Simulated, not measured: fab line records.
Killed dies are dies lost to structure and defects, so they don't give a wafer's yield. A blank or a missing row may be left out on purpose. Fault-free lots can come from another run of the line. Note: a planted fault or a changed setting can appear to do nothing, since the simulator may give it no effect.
Which tool did it? / flow nand harc / 36 wafers from 12 lots sampled at 5 of the route's 1159 steps

== WHAT THE GAUGES SHOWED, per wafer ==
NHARC_A_CONTACT_CD_MEAS_80. Usual: cd nm 189.5 nm, standard deviation 0.68.
lot=L552; measured=day 17 03:14; on=cd sem-02; cd nm (nm)=189.1 190.0 189.4; flag=
lot=L556; measured=day 18 01:54; on=cd sem-02; cd nm (nm)=190.1 189.4 188.9; flag=
lot=L558; measured=day 18 19:22; on=cd sem-02; cd nm (nm)=190.3 189.3 189.6; flag=
lot=L559; measured=day 19 10:02; on=cd sem-02; cd nm (nm)=188.9 189.5 189.3; flag=
lot=L562; measured=day 19 18:58; on=cd sem-01; cd nm (nm)=189.1 189.0 188.7; flag=
lot=L567; measured=day 21 00:19; on=cd sem-03; cd nm (nm)=189.4 189.0 189.0; flag=
lot=L566; measured=day 21 03:55; on=cd sem-03; cd nm (nm)=190.2 189.7 190.3; flag=
lot=L569; measured=day 21 04:50; on=cd sem-01; cd nm (nm)=188.9 189.3 188.1; flag=
lot=L568; measured=day 21 05:40; on=cd sem-02; cd nm (nm)=189.5 190.0 190.7; flag=
lot=L570; measured=day 22 00:03; on=cd sem-02; cd nm (nm)=189.0 188.7 188.3; flag=
lot=L572; measured=day 22 05:50; on=cd sem-03; cd nm (nm)=189.7 189.9 190.0; flag=
lot=L571; measured=day 22 12:38; on=cd sem-01; cd nm (nm)=189.8 190.0 190.5; flag=

NHARC_END_SORT_01. Usual: killed at array 27, standard deviation 11; killed at other 0.7, standard deviation 1.1; killed at periphery 3.4, standard deviation 2.1; killed dies 31, standard deviation 12; killed open 3.6, standard deviation 2; killed short 2.0, standard deviation 1.3.
lot=L559; measured=day 21 18:22; on=prober-02; killed at array=674 675 674; killed at other=0 0 0; killed at periphery=3 2 3; killed dies=677 677 677; killed open=4 8 1; killed short=2 3 3; flag=OFF
lot=L562; measured=day 22 03:00; on=prober-01; killed at array=673 670 672; killed at other=0 0 0; killed at periphery=4 7 5; killed dies=677 677 677; killed open=6 2 6; killed short=4 4 0; flag=OFF
lot=L567; measured=day 23 06:13; on=prober-02; killed at array=17 29 24; killed at other=0 0 0; killed at periphery=3 1 0; killed dies=20 30 24; killed open=1 4 1; killed short=4 3 2; flag=

== WHAT TOOL EACH LOT RAN ON (gives the tool, then ch and the chambers of the sampled wafers, and finally the start) ==
lot=L552; NHARC_A_CONTACT_ETCH_129=har cap etch-03 ch 0,1, day 17 01:39; NHARC_A_CONTACT_ETCH_132=har cap etch-03 ch 0,1, day 17 02:05; NHARC_A_CONTACT_ETCH_97=rie diel-02 ch 1,3, day 17 03:14 or earlier
lot=L556; NHARC_A_CONTACT_ETCH_129=har cap etch-03 ch 0,1, day 18 00:18; NHARC_A_CONTACT_ETCH_132=har cap etch-03 ch 0,1, day 18 00:52; NHARC_A_CONTACT_ETCH_97=rie diel-12 ch 0,1, day 18 01:54 or earlier
lot=L558; NHARC_A_CONTACT_ETCH_129=har cap etch-03 ch 0,1, day 18 18:01; NHARC_A_CONTACT_ETCH_132=har cap etch-03 ch 0,1, day 18 18:26; NHARC_A_CONTACT_ETCH_97=rie diel-12 ch 1,3, day 18 19:22 or earlier
lot=L559; NHARC_A_CONTACT_ETCH_129=har cap etch-03 ch 0,1, day 19 08:43; NHARC_A_CONTACT_ETCH_132=har cap etch-03 ch 0,1, day 19 09:08; NHARC_A_CONTACT_ETCH_97=rie diel-12 ch 0,1, day 19 10:02 or earlier
lot=L562; NHARC_A_CONTACT_ETCH_129=har cap etch-03 ch 0,1, day 19 17:34; NHARC_A_CONTACT_ETCH_132=har cap etch-03 ch 0,1, day 19 17:59; NHARC_A_CONTACT_ETCH_97=rie diel-12 ch 0,2,3, day 19 18:53
lot=L567; NHARC_A_CONTACT_ETCH_129=har cap etch-02 ch 0,1, day 20 22:59; NHARC_A_CONTACT_ETCH_132=har cap etch-02 ch 0,1, day 20 23:25; NHARC_A_CONTACT_ETCH_97=rie diel-12 ch 0,1,2, day 21 00:19 or earlier
lot=L566; NHARC_A_CONTACT_ETCH_129=har cap etch-01 ch 0,1, day 21 02:23; NHARC_A_CONTACT_ETCH_132=har cap etch-01 ch 0,1, day 21 02:49; NHARC_A_CONTACT_ETCH_97=rie diel-04 ch 0,3, day 21 03:49
lot=L569; NHARC_A_CONTACT_ETCH_129=har cap etch-03 ch 0,1, day 21 03:29; NHARC_A_CONTACT_ETCH_132=har cap etch-03 ch 0,1, day 21 03:55; NHARC_A_CONTACT_ETCH_97=rie diel-12 ch 0,1,3, day 21 04:50 or earlier
lot=L568; NHARC_A_CONTACT_ETCH_129=har cap etch-02 ch 1, day 21 04:20; NHARC_A_CONTACT_ETCH_132=har cap etch-02 ch 1, day 21 04:46; NHARC_A_CONTACT_ETCH_97=rie diel-12 ch 0,2,3, day 21 05:40 or earlier
lot=L570; NHARC_A_CONTACT_ETCH_129=har cap etch-01 ch 0,1, day 21 22:40; NHARC_A_CONTACT_ETCH_132=har cap etch-01 ch 0,1, day 21 23:05; NHARC_A_CONTACT_ETCH_97=rie diel-12 ch 0,1,3, day 22 00:03 or earlier
lot=L572; NHARC_A_CONTACT_ETCH_129=har cap etch-02 ch 0,1, day 22 04:29; NHARC_A_CONTACT_ETCH_132=har cap etch-02 ch 0,1, day 22 04:54; NHARC_A_CONTACT_ETCH_97=rie diel-12 ch 0,3, day 22 05:50 or earlier
lot=L571; NHARC_A_CONTACT_ETCH_129=har cap etch-02 ch 0,1, day 22 11:19; NHARC_A_CONTACT_ETCH_132=har cap etch-02 ch 0,1, day 22 11:44; NHARC_A_CONTACT_ETCH_97=rie diel-12 ch 1,2,3, day 22 12:38 or earlier
- NHARC_A_CONTACT_ETCH_129: etches the open film in C4F8/O2/Ar, time 155 s, target depth 956 nm.
- NHARC_A_CONTACT_ETCH_132: etches the open film in C4F8/O2/Ar, time 156 s, target depth 958 nm.
- NHARC_A_CONTACT_ETCH_97: etches the open film in C4F6/O2, target depth 20 nm, time 10 s.

== AS READ BY THE TOOLS THEMSELVES (means over the sampled wafers that have a number; for cases with no such wafer, the mark the record gives instead) ==
NHARC_A_CONTACT_ETCH_129. Usual: chamber pressure mTorr 19.999 mTorr, standard deviation 0.018; oes air line au 1.001 a.u., standard deviation 0.02.
lot=L552; tool=har cap etch-03; chamber pressure mTorr (mTorr)=19.998; oes air line au (a.u.)=1.017; flag=
lot=L556; tool=har cap etch-03; chamber pressure mTorr (mTorr)=19.978; oes air line au (a.u.)=1.006; flag=
lot=L558; tool=har cap etch-03; chamber pressure mTorr (mTorr)=19.987; oes air line au (a.u.)=0.989; flag=
lot=L559; tool=har cap etch-03; chamber pressure mTorr (mTorr)=-; oes air line au (a.u.)=-; flag=OFF
lot=L562; tool=har cap etch-03; chamber pressure mTorr (mTorr)=-; oes air line au (a.u.)=-; flag=OFF
lot=L567; tool=har cap etch-02; chamber pressure mTorr (mTorr)=20.017; oes air line au (a.u.)=0.985; flag=
lot=L566; tool=har cap etch-01; chamber pressure mTorr (mTorr)=19.981; oes air line au (a.u.)=0.986; flag=
lot=L569; tool=har cap etch-03; chamber pressure mTorr (mTorr)=20.000; oes air line au (a.u.)=1.011; flag=
lot=L568; tool=har cap etch-02; chamber pressure mTorr (mTorr)=20.021; oes air line au (a.u.)=1.006; flag=
lot=L570; tool=har cap etch-01; chamber pressure mTorr (mTorr)=20.004; oes air line au (a.u.)=0.988; flag=
lot=L572; tool=har cap etch-02; chamber pressure mTorr (mTorr)=20.000; oes air line au (a.u.)=0.995; flag=
lot=L571; tool=har cap etch-02; chamber pressure mTorr (mTorr)=20.005; oes air line au (a.u.)=1.015; flag=

NHARC_A_CONTACT_ETCH_132. Usual: chamber pressure mTorr 19.999 mTorr, standard deviation 0.017; oes air line au 0.996 a.u., standard deviation 0.022.
lot=L552; tool=har cap etch-03; chamber pressure mTorr (mTorr)=20.006; oes air line au (a.u.)=0.990; flag=
lot=L556; tool=har cap etch-03; chamber pressure mTorr (mTorr)=19.992; oes air line au (a.u.)=1.038; flag=
lot=L558; tool=har cap etch-03; chamber pressure mTorr (mTorr)=19.970; oes air line au (a.u.)=0.970; flag=
lot=L559; tool=har cap etch-03; chamber pressure mTorr (mTorr)=19.992; oes air line au (a.u.)=0.993; flag=
lot=L562; tool=har cap etch-03; chamber pressure mTorr (mTorr)=19.995; oes air line au (a.u.)=1.019; flag=
lot=L567; tool=har cap etch-02; chamber pressure mTorr (mTorr)=19.999; oes air line au (a.u.)=1.016; flag=
lot=L566; tool=har cap etch-01; chamber pressure mTorr (mTorr)=20.021; oes air line au (a.u.)=0.990; flag=
lot=L569; tool=har cap etch-03; chamber pressure mTorr (mTorr)=20.000; oes air line au (a.u.)=1.014; flag=
lot=L568; tool=har cap etch-02; chamber pressure mTorr (mTorr)=20.008; oes air line au (a.u.)=1.022; flag=
lot=L570; tool=har cap etch-01; chamber pressure mTorr (mTorr)=19.981; oes air line au (a.u.)=1.017; flag=
lot=L572; tool=har cap etch-02; chamber pressure mTorr (mTorr)=19.996; oes air line au (a.u.)=0.993; flag=
lot=L571; tool=har cap etch-02; chamber pressure mTorr (mTorr)=19.991; oes air line au (a.u.)=1.005; flag=

NHARC_A_CONTACT_ETCH_97. Usual: bias w 499.8 W, standard deviation 1.5; c4f6 flow sccm 25.01 sccm, standard deviation 0.074; drypump motor current A 5.4 A, standard deviation 0.47; mfc ar sccm 500.1 sccm, standard deviation 1.5; o2 flow sccm 20.00 sccm, standard deviation 0.061; oes product au 0.960 a.u., standard deviation 0.021; rf vpp V 546.5 V, standard deviation 2.8; showerhead plenum p Torr 3.90 Torr, standard deviation 0.13; throttle valve pct 26.903 %, standard deviation 0.0099.
lot=L552; tool=rie diel-02; bias w (W)=500.4; c4f6 flow sccm (sccm)=24.98; drypump motor current A (A)=5.5; mfc ar sccm (sccm)=499.1; o2 flow sccm (sccm)=19.99; oes product au (a.u.)=0.998; rf vpp V (V)=547.2; showerhead plenum p Torr (Torr)=3.94; throttle valve pct (%)=26.900; flag=
lot=L556; tool=rie diel-12; bias w (W)=498.1; c4f6 flow sccm (sccm)=24.95; drypump motor current A (A)=5.2; mfc ar sccm (sccm)=499.9; o2 flow sccm (sccm)=20.03; oes product au (a.u.)=0.957; rf vpp V (V)=547.5; showerhead plenum p Torr (Torr)=3.97; throttle valve pct (%)=26.890; flag=
lot=L558; tool=rie diel-12; bias w (W)=502.0; c4f6 flow sccm (sccm)=25.01; drypump motor current A (A)=5.7; mfc ar sccm (sccm)=499.1; o2 flow sccm (sccm)=20.00; oes product au (a.u.)=0.948; rf vpp V (V)=545.6; showerhead plenum p Torr (Torr)=3.87; throttle valve pct (%)=26.906; flag=
lot=L559; tool=rie diel-12; bias w (W)=498.7; c4f6 flow sccm (sccm)=25.00; drypump motor current A (A)=5.2; mfc ar sccm (sccm)=499.1; o2 flow sccm (sccm)=20.00; oes product au (a.u.)=0.988; rf vpp V (V)=547.8; showerhead plenum p Torr (Torr)=3.96; throttle valve pct (%)=26.901; flag=
lot=L562; tool=rie diel-12; bias w (W)=499.3; c4f6 flow sccm (sccm)=25.00; drypump motor current A (A)=5.6; mfc ar sccm (sccm)=500.1; o2 flow sccm (sccm)=20.00; oes product au (a.u.)=0.935; rf vpp V (V)=544.3; showerhead plenum p Torr (Torr)=3.83; throttle valve pct (%)=26.891; flag=
lot=L567; tool=rie diel-12; bias w (W)=500.0; c4f6 flow sccm (sccm)=25.08; drypump motor current A (A)=5.1; mfc ar sccm (sccm)=499.8; o2 flow sccm (sccm)=19.95; oes product au (a.u.)=0.936; rf vpp V (V)=547.4; showerhead plenum p Torr (Torr)=3.94; throttle valve pct (%)=26.900; flag=
lot=L566; tool=rie diel-04; bias w (W)=499.5; c4f6 flow sccm (sccm)=25.05; drypump motor current A (A)=5.5; mfc ar sccm (sccm)=500.2; o2 flow sccm (sccm)=19.99; oes product au (a.u.)=0.975; rf vpp V (V)=545.6; showerhead plenum p Torr (Torr)=3.82; throttle valve pct (%)=26.900; flag=
lot=L569; tool=rie diel-12; bias w (W)=499.3; c4f6 flow sccm (sccm)=25.06; drypump motor current A (A)=5.5; mfc ar sccm (sccm)=500.4; o2 flow sccm (sccm)=19.99; oes product au (a.u.)=0.939; rf vpp V (V)=546.1; showerhead plenum p Torr (Torr)=3.91; throttle valve pct (%)=26.896; flag=
lot=L568; tool=rie diel-12; bias w (W)=500.3; c4f6 flow sccm (sccm)=24.99; drypump motor current A (A)=5.6; mfc ar sccm (sccm)=499.2; o2 flow sccm (sccm)=19.99; oes product au (a.u.)=0.933; rf vpp V (V)=543.9; showerhead plenum p Torr (Torr)=3.82; throttle valve pct (%)=26.897; flag=
lot=L570; tool=rie diel-12; bias w (W)=499.9; c4f6 flow sccm (sccm)=24.99; drypump motor current A (A)=5.4; mfc ar sccm (sccm)=500.0; o2 flow sccm (sccm)=19.98; oes product au (a.u.)=0.947; rf vpp V (V)=545.6; showerhead plenum p Torr (Torr)=3.91; throttle valve pct (%)=26.914; flag=
lot=L572; tool=rie diel-12; bias w (W)=499.6; c4f6 flow sccm (sccm)=25.02; drypump motor current A (A)=5.7; mfc ar sccm (sccm)=499.2; o2 flow sccm (sccm)=20.02; oes product au (a.u.)=0.949; rf vpp V (V)=544.5; showerhead plenum p Torr (Torr)=3.84; throttle valve pct (%)=26.910; flag=
lot=L571; tool=rie diel-12; bias w (W)=499.8; c4f6 flow sccm (sccm)=25.02; drypump motor current A (A)=5.3; mfc ar sccm (sccm)=499.8; o2 flow sccm (sccm)=19.95; oes product au (a.u.)=0.961; rf vpp V (V)=545.2; showerhead plenum p Torr (Torr)=3.88; throttle valve pct (%)=26.907; flag=

== THE ANSWER, worked out from the rows above alone ==
Rule: take the mean of a lot's wafers that have a number; if it is more than 3 standard deviations from the usual mean, the lot is off. A lot without any number at a reading at which 4 lots or more have one is off too. Any other lot the step has rows for is counted as sound. First the gauges in route order, then the tools' own readings, where a lot's mean is used as printed above. The first step at which some lot is off is used, and at that step the reading that is off furthest; a lot without a number counts as furthest.
Off: L559, L562, at NHARC_END_SORT_01 (killed at array). Neither off nor sound, because the step has no rows for them: L552, L556, L558, L566, L569, L568, L570, L572, L571.
If a tool, at a process step before that reading, ran all the lots that are off and no sound lot after the first of them, it fits. Not tried: the gauges at NHARC_END_SORT_01; whatever is off there is also off at NHARC_A_CONTACT_ETCH_129, on other tools, and gauge error can't account for it. NHARC_A_CONTACT_ETCH_97 gives no start for some lots, so the hours and the order of its lots are those of NHARC_A_CONTACT_CD_MEAS_80. One candidate fits, namely har cap etch-03 at NHARC_A_CONTACT_ETCH_129 and NHARC_A_CONTACT_ETCH_132. It ran no sound lot before its first lot that is off in this sample, so the start can't be narrowed down.

== WHAT WAS PUT IN BY THE SIMULATOR ==
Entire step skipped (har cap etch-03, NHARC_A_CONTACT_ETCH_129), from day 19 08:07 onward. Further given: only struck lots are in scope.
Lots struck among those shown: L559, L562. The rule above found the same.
